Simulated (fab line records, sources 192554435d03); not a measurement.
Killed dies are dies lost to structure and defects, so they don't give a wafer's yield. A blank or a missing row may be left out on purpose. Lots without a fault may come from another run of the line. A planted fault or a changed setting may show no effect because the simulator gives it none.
Problem report in the 8D (eight disciplines) form, filled by code | flow n5_finfet | the parts of the form that need people (team, actions taken, sign-off) are left out

1. THE PROBLEM
raw_defect_count at N5_BEOL_M8_INSPECT_58 reads a mean of 1283 on 6 wafers of 2 lots; wafers without a fault read 71 with a standard deviation of 24. That is +51 standard deviations from the usual mean.
The step: inspects for defects (darkfield).
First seen on wafer L580.2, day 15 04:23, on defect_inspect-01. The record holds 30 wafers of 10 lots with a number at this step. Rule for "out", or "out of limits": more than 4 standard deviations from the usual mean. The other wafers with a number count as sound.

2. WHAT IT IS AND WHAT IT IS NOT
question                    | is                     | is not
which readings at this step | raw_defect_count       | -
which lots                  | L580, L581             | L559, L560, L561, L564, L565, L568, L569, L573
which wafers of those lots  | all that have a number | -
read on which gauges        | defect_inspect-01      | defect_inspect-02
when                        | from day 15 04:23      | up to then (24 sound wafers)

3. SUSPECTS, AND WHAT RULES EACH OUT
Counting: a tool at a process step up to the reading stays a suspect if it ran every lot that is out and no sound lot after the first of them.
- the gauge at N5_BEOL_M8_INSPECT_58: ruled out. All the wafers that are out were read on defect_inspect-01, but those of them that N5_PASSIVATION_PROBE_49 has rows for are out there too, on other tools.
- pecvd-01 at N5_BEOL_M8_PRE_CLEAN_55 (time 15 s): kept. It ran every lot that is out, first L580 (day 15 04:14), and no sound lot after that; its last sound lot up to then is L573 (day 12 18:49).
Left after counting: pecvd-01 at N5_BEOL_M8_PRE_CLEAN_55.

4. THE CAUSE (what the simulator had put in)
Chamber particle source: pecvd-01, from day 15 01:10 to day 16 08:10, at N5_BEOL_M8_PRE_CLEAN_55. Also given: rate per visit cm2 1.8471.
Counting left only this tool.

5. THE CHAIN OF EFFECTS, in route order
Each row: a reading whose mean over the struck wafers that have a number lies more than 3 standard deviations from the usual. Only readings for which the record gives a usual standard deviation are gone through. hours: the time from each lot's start at the first step in this table that gives one to its start at this step, as a median over the lots. sigmas: the change in usual standard deviations.
hours | step                    | reading              | usual  | on struck wafers | change | sigmas
0     | N5_BEOL_M8_INSPECT_58   | raw_defect_count     | 71     | 1283             | +1212  | +51
5     | N5_BEOL_M9_INSPECT_13   | raw_defect_count     | 420    | 1631             | +1211  | +16
74    | N5_PASSIVATION_PROBE_49 | defect_limited_yield | 91.3 % | 83.8             | -7.5   | -5.0
74    | N5_PASSIVATION_PROBE_49 | killed_at_M4_up      | 14     | 105              | +91    | +17
74    | N5_PASSIVATION_PROBE_49 | killed_dies          | 103    | 191              | +88    | +4.9
74    | N5_PASSIVATION_PROBE_49 | killed_on_rim        | 14     | 32               | +18    | +4.2
74    | N5_PASSIVATION_PROBE_49 | sort_bin_5_function  | 5.1 %  | 9.0              | +3.9   | +4.0
74    | N5_PASSIVATION_PROBE_49 | sort_n_pass          | 1077   | 989              | -88    | -4.9
74    | N5_PASSIVATION_PROBE_49 | sort_yield_pct       | 91.2 % | 83.8             | -7.4   | -4.9
The process steps in it:
- N5_PASSIVATION_PROBE_49

6. WHAT WOULD HAVE CAUGHT IT SOONER
In this record the first reading out of limits at a measuring or inspecting step was taken at day 15 04:23, 3 hours after the fault began at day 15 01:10.
Of the lots that are out (2), L581 began N5_BEOL_M8_PRE_CLEAN_55 on pecvd-01 after day 15 04:23. A hold on the tool at that time would have spared it.
